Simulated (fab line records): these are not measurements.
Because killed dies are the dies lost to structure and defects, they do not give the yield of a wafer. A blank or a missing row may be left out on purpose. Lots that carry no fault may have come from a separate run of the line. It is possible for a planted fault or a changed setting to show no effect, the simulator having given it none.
Which tool is to blame?	flow n5_finfet	23 wafers from 8 lots sampled at 7 of the route's 1938 steps

== WHAT THE GAUGES SHOWED, per wafer ==
N5_BEOL_M4_RC_MEAS_101.
lot	measured	on	DIBL_N (mV/V)	DIBL_P (mV/V)	IOFF_N (nA/um)	IOFF_P (nA/um)	ION_N (uA/um)	ION_P (uA/um)	SS_N (mV/dec)	SS_P (mV/dec)	VT_N (mV)	VT_P (mV)
L224	day 8 10:17	prober-01	36.3 37.0 40.5	35.7 36.7 41.0	0.14 0.15 0.23	0.21 0.22 0.31	661 686 699	463 474 475	71.8 72.2 72.5	73.8 73.3 74.9	254 251 247	-250 -247 -246
L222	day 8 12:59	prober-02	38.3 38.4 36.6	40.1 40.2 36.9	0.21 0.22 0.18	0.31 0.31 0.25	678 695 681	466 481 471	72.6 71.9 72.8	74.4 74.1 73.3	250 245 249	-246 -244 -246
L223	day 8 13:00	prober-01	35.3 35.1 35.1	36.5 36.3 36.6	0.14 0.14 0.15	0.18 0.17 0.18	674 673 679	456 456 458	71.3 72.2 71.7	74.1 72.9 73.7	251 249 249	-257 -256 -257
L233	day 11 18:58	prober-01	38.2 37.7 40.6	37.8 37.3 40.3	0.21 0.21 0.29	0.24 0.22 0.29	696 678 693	466 458 461	72.2 72.4 73.2	73.7 73.5 75.0	245 247 242	-250 -251 -248
L238	day 12 16:10	prober-02	37.1 35.9	37.9 35.3	0.20 0.16	0.31 0.25	698 681	489 477	71.0 70.9	74.6 74.0	245 250	-242 -244
L240	day 13 10:12	prober-01	34.7 34.3 37.2	37.2 35.7 39.5	0.13 0.13 0.18	0.22 0.21 0.26	663 666 687	463 461 471	71.5 70.9 72.2	73.4 73.4 73.7	254 254 249	-249 -249 -247
L243	day 14 12:44	prober-02	36.1 35.7 38.8	34.6 35.6 38.9	0.13 0.14 0.19	0.18 0.19 0.25	657 662 676	454 455 463	71.0 71.3 71.8	72.7 73.0 73.1	252 252 246	-253 -253 -247
L244	day 15 12:26	prober-01	35.8 37.7 35.5	36.4 38.7 36.3	0.18 0.19 0.16	0.24 0.26 0.23	683 674 682	470 460 472	71.4 72.8 71.3	73.4 73.5 73.2	247 246 249	-247 -248 -247

N5_BEOL_M9_OCD_MEAS_38.
lot	measured	on	trench_depth_nm (nm)
L224	day 10 13:16	ocd-01	154.0 151.7 151.4
L222	day 11 00:02	ocd-01	154.9 152.6 155.2
L223	day 10 10:18	ocd-01	155.5 152.4 152.7
L233	day 13 22:05	ocd-02	- 150.4 -
L238	day 14 11:38	ocd-02	- 147.1
L240	day 15 11:54	ocd-02	158.4 146.9 152.3
L243	day 16 05:21	ocd-01	149.4 149.9 150.1
L244	day 17 01:30	ocd-01	147.4 147.5 150.2

N5_BEOL_M9_CD_MEAS_35: target cd 70 nm, target cd y 40 nm.
lot	measured	on	cd_nm (nm)
L224	day 10 13:25	cd_sem-01	70.8 70.5 71.1
L222	day 11 00:11	cd_sem-03	70.0 70.1 70.4
L223	day 10 10:28	cd_sem-02	70.4 69.4 69.5
L233	day 13 22:14	cd_sem-01	- 70.5 -
L238	day 14 11:47	cd_sem-02	- 70.2
L240	day 15 12:03	cd_sem-02	70.4 70.1 70.6
L243	day 16 05:30	cd_sem-03	68.9 69.8 69.3
L244	day 17 01:40	cd_sem-02	69.6 70.0 69.9

== EACH LOT AND THE TOOL THAT RAN IT (in order: tool; ch and the chambers of the sampled wafers; start) ==
lot	N5_BEOL_M9_HM_DEP_02	N5_BEOL_M9_ETCH_61	N5_BEOL_M9_DESCUM_33	N5_BEOL_M9_VIA_ETCH_34
L224	pvd_sputter-02, day 10 09:57	rie_diel-05 ch 0,1,2, day 10 11:07	rie_diel-05 ch 0,1,3, day 10 12:49	rie_diel-05 ch 0,1,3, day 10 12:59
L222	pvd_sputter-02, day 10 22:00	rie_diel-04 ch 1,2, day 10 22:37	rie_diel-05 ch 0,2, day 10 23:34	rie_diel-05 ch 0,2, day 10 23:45
L223	pvd_sputter-03, day 10 08:05	rie_diel-03 ch 1,3, day 10 08:43	rie_diel-05 ch 0,1, day 10 09:51	rie_diel-05 ch 0,1, day 10 10:02
L233	pvd_sputter-02, day 13 19:23	rie_diel-05 ch 0,3, day 13 19:59	rie_diel-05 ch 0,1,2, day 13 21:38	rie_diel-05 ch 0,1,2, day 13 21:49
L238	pvd_sputter-02, day 14 07:38	rie_diel-03 ch 0,1, day 14 08:14	rie_diel-04 ch 1,2, day 14 11:11	rie_diel-04 ch 1,2, day 14 11:23
L240	pvd_sputter-03, day 15 08:16	rie_diel-05 ch 0,1,2, day 15 08:53	rie_diel-03 ch 1,2,3, day 15 11:26	rie_diel-03 ch 1,2,3, day 15 11:37
L243	pvd_sputter-03, day 16 02:26	rie_diel-04 ch 0,2, day 16 03:11	rie_diel-04 ch 0,3, day 16 04:53	rie_diel-04 ch 0,3, day 16 05:04
L244	pvd_sputter-01, day 16 22:12	rie_diel-04 ch 1,3, day 16 22:49	rie_diel-04 ch 0,1, day 17 01:02	rie_diel-04 ch 0,1, day 17 01:13
- N5_BEOL_M9_HM_DEP_02: deposits TiN, target thk 20 nm.
- N5_BEOL_M9_ETCH_61: etches SiARC in CF4, target depth 39 nm, time 65 s.
- N5_BEOL_M9_DESCUM_33: chemistry O2, time 7 s.
- N5_BEOL_M9_VIA_ETCH_34: etches SiCOH lowk in C4F6/O2, target depth 182.4 nm, time 68.4 s.

== WHAT THE TOOLS THEMSELVES READ (means of the sampled wafers that have a number; where no wafer has one, the mark that the record gives instead) ==
N5_BEOL_M9_HM_DEP_02.
lot	tool	throttle_valve_pct (%)
L224	pvd_sputter-02	29.4
L222	pvd_sputter-02	30.8
L223	pvd_sputter-03	30.1
L233	pvd_sputter-02	30.5
L238	pvd_sputter-02	29.5
L240	pvd_sputter-03	29.8
L243	pvd_sputter-03	29.7
L244	pvd_sputter-01	29.1

N5_BEOL_M9_ETCH_61.
lot	tool	drypump_motor_current_A (A)	etch_rf_on_time_s (s)	oes_product_au (a.u.)	rf_vpp_V (V)	showerhead_plenum_p_Torr (Torr)	throttle_valve_pct (%)
L224	rie_diel-05	5.5	64.3	0.73	185.5	2.27	15.68
L222	rie_diel-04	5.0	64.6	0.62	183.3	2.11	15.85
L223	rie_diel-03	6.2	64.8	0.73	183.9	2.12	15.76
L233	rie_diel-05	5.9	65.1	0.69	184.5	2.20	15.53
L238	rie_diel-03	5.5	65.8	0.60	184.1	2.08	15.93
L240	rie_diel-05	5.5	64.6	0.70	185.0	2.25	15.74
L243	rie_diel-04	5.2	64.3	0.59	182.5	2.06	15.73
L244	rie_diel-04	4.9	66.5	0.60	185.1	2.20	15.93

N5_BEOL_M9_DESCUM_33.
lot	tool	drypump_motor_current_A (A)	oes_product_au (a.u.)	rf_vpp_V (V)	showerhead_plenum_p_Torr (Torr)	throttle_valve_pct (%)
L224	rie_diel-05	5.8	0.84	243.8	2.17	20.45
L222	rie_diel-05	5.3	0.88	245.0	2.23	20.53
L223	rie_diel-05	5.7	0.82	244.9	2.23	20.53
L233	rie_diel-05	5.5	0.82	245.6	2.22	20.59
L238	rie_diel-04	5.0	0.70	243.0	2.05	20.62
L240	rie_diel-03	6.1	0.81	243.8	2.09	20.52
L243	rie_diel-04	5.0	0.71	244.2	2.11	20.46
L244	rie_diel-04	5.0	0.70	243.2	2.11	20.62

N5_BEOL_M9_VIA_ETCH_34.
lot	tool	drypump_motor_current_A (A)	oes_f_703_au (a.u.)	oes_product_au (a.u.)	rf_vpp_V (V)	showerhead_plenum_p_Torr (Torr)	throttle_valve_pct (%)
L224	rie_diel-05	5.8	0.83	0.84	665	2.92	20.82
L222	rie_diel-05	5.3	0.87	0.88	670	3.00	20.91
L223	rie_diel-05	5.7	0.83	0.83	661	2.99	20.87
L233	rie_diel-05	5.5	0.83	0.47	668	2.99	20.88
L238	rie_diel-04	5.0	0.69	0.48	662	2.83	21.13
L240	rie_diel-03	6.2	0.81	0.81	665	2.84	20.99
L243	rie_diel-04	5.1	0.68	0.70	678	2.88	20.94
L244	rie_diel-04	5.0	0.69	0.69	675	2.90	21.20

== THE ANSWER, worked out from the rows above alone ==
Rule: usual is defined by the lots themselves. Put in order of their means at a reading, lots are off if they are a third of the lots or fewer, leave a main group of 4 or more, and stand apart from it by a gap of 3 or more times the standard deviation of the main group's means; of several such gaps the widest counts. If all means in a main group match to the digits the tables above print for the reading, that group is not used. Also off: a lot with no number at a reading for which 4 or more lots have one. Where the step has rows for the other lots, those lots are counted as sound. The gauges are gone through in route order, then the tools' own readings, and for those a lot's mean is taken as printed above. At the first step where some lot is off, the reading lying furthest off is the one used; lots without a number count as furthest.
No lot is off on any of the readings shown, so nothing can be concluded from this.

== WHAT WAS PUT IN BY THE SIMULATOR ==
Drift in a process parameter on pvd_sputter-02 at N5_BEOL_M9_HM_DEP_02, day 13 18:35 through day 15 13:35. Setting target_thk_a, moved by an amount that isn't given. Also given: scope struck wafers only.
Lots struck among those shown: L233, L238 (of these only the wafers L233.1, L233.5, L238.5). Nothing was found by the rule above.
